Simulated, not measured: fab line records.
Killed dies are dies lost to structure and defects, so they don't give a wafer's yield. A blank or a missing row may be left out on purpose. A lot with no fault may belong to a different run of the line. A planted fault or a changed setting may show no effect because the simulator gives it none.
Which of the tools did it? | flow n5 finfet | Sampling: 14 lots, 42 wafers, 3 of 1938 route steps

== WHAT THE GAUGES READ, wafer by wafer ==
N5_BEOL_M14_THK_MEAS_50: measures by xrf. Usual: M14_THK gives 571 nm (standard deviation 9.1).
lot  | measured     | on            | M14_THK (nm) | flag
L869 | day 13 03:49 | film metro-01 | 587 570 594  |
L870 | day 13 13:44 | film metro-02 | 568 562 567  |
L875 | day 14 07:47 | film metro-01 | 572 582 569  |
L876 | day 14 08:13 | film metro-02 | 561 557 565  |
L877 | day 15 04:35 | film metro-01 | 581 586 577  |
L881 | day 15 18:17 | film metro-02 | 571 571 580  |
L884 | day 16 01:47 | film metro-02 | 578 579 567  |
L885 | day 17 04:17 | film metro-01 | 564 568 561  |
L887 | day 17 05:31 | film metro-02 | 567 567 565  |
L888 | day 17 09:57 | film metro-01 | 562 559 583  |
L889 | day 17 20:13 | film metro-02 | 588 578 575  |
L890 | day 18 13:42 | film metro-02 | 565 563 568  |
L891 | day 18 13:59 | film metro-02 | 559 569 571  |
L892 | day 19 12:27 | film metro-02 | 581 577 557  |

N5_BEOL_M15_THK_MEAS_01. Usual: M15_ILD_THK gives 1636 nm (standard deviation 20).
lot  | measured     | on            | M15_ILD_THK (nm) | flag
L869 | day 13 04:17 | film metro-02 | 1623 1640 1644   |
L870 | day 13 14:17 | film metro-02 | 1612 1640 1632   |
L875 | day 14 08:13 | film metro-02 | 1611 1600 1630   |
L876 | day 14 08:39 | film metro-01 | 1642 1656 1668   |
L877 | day 15 05:02 | film metro-02 | 1635 1651 1681   |
L881 | day 15 18:51 | film metro-02 | 1645 1661 1654   |
L884 | day 16 02:13 | film metro-02 | 1644 1673 1666   |
L885 | day 17 04:45 | film metro-02 | 1623 1638 1657   |
L887 | day 17 05:58 | film metro-02 | 1612 1661 1656   |
L888 | day 17 10:26 | film metro-01 | 1625 1612 1649   |
L889 | day 17 20:40 | film metro-02 | 1614 1660 1673   |
L890 | day 18 14:08 | film metro-02 | 1637 1622 1647   |
L891 | day 18 14:26 | film metro-02 | 1605 1643 1648   |
L892 | day 19 12:54 | film metro-01 | 1642 1639 1648   |

== TOOL THAT RAN EACH LOT (tool first, then ch and the chambers of the sampled wafers, then the start) ==
lot  | N5_BEOL_M14_SPUTTER_45
L869 | pvd sputter-03, day 13 02:53
L870 | pvd sputter-03, day 13 12:49
L875 | pvd sputter-03, day 14 06:13
L876 | pvd sputter-03, day 14 07:18
L877 | pvd sputter-02, day 15 02:46
L881 | pvd sputter-01, day 15 16:16
L884 | pvd sputter-03, day 16 00:37
L885 | pvd sputter-01, day 17 03:23
L887 | pvd sputter-02, day 17 03:55
L888 | pvd sputter-01, day 17 08:47
L889 | pvd sputter-02, day 17 18:58
L890 | pvd sputter-01, day 18 12:48
L891 | pvd sputter-03, day 18 12:59
L892 | pvd sputter-03, day 19 11:34
- N5_BEOL_M14_SPUTTER_45: material Cu, target thk 100 nm, time 16.67 s.

== AS READ BY THE TOOLS THEMSELVES (means over the sampled wafers that have a number; for cases with no such wafer, the mark the record gives instead) ==
N5_BEOL_M14_SPUTTER_45. Usual: substrate temp c -20.00 C, standard deviation 0.098; throttle valve pct 30.5 %, standard deviation 0.66.
lot  | tool           | substrate temp c (C) | throttle valve pct (%) | flag
L869 | pvd sputter-03 | -19.93               | 30.1                   |
L870 | pvd sputter-03 | -19.93               | 30.0                   |
L875 | pvd sputter-03 | -19.99               | 29.8                   |
L876 | pvd sputter-03 | -20.09               | 30.2                   |
L877 | pvd sputter-02 | -19.94               | 30.1                   |
L881 | pvd sputter-01 | -20.04               | 31.8                   |
L884 | pvd sputter-03 | -19.99               | 30.2                   |
L885 | pvd sputter-01 | -19.95               | 31.5                   |
L887 | pvd sputter-02 | -19.98               | 30.6                   |
L888 | pvd sputter-01 | -20.03               | 31.0                   |
L889 | pvd sputter-02 | -19.89               | 30.2                   |
L890 | pvd sputter-01 | -20.02               | 31.1                   |
L891 | pvd sputter-03 | -20.00               | 30.2                   |
L892 | pvd sputter-03 | -20.00               | 30.3                   |

== THE ANSWER, worked out from the rows above alone ==
Rule: a lot is off if the mean of its wafers that have a number lies more than 3 standard deviations from the usual mean. Also off: a lot with no number at a reading for which 4 or more lots have one. Any other lot the step has rows for is counted as sound. The gauges are gone through in route order, then the tools' own readings, and for those a lot's mean is taken as printed above. The first step at which some lot is off is used, and at that step the reading that is off furthest; a lot without a number counts as furthest.
Nothing can be told from this: no lot is off at any reading shown.

== WHAT HAD BEEN PUT IN BY THE SIMULATOR ==
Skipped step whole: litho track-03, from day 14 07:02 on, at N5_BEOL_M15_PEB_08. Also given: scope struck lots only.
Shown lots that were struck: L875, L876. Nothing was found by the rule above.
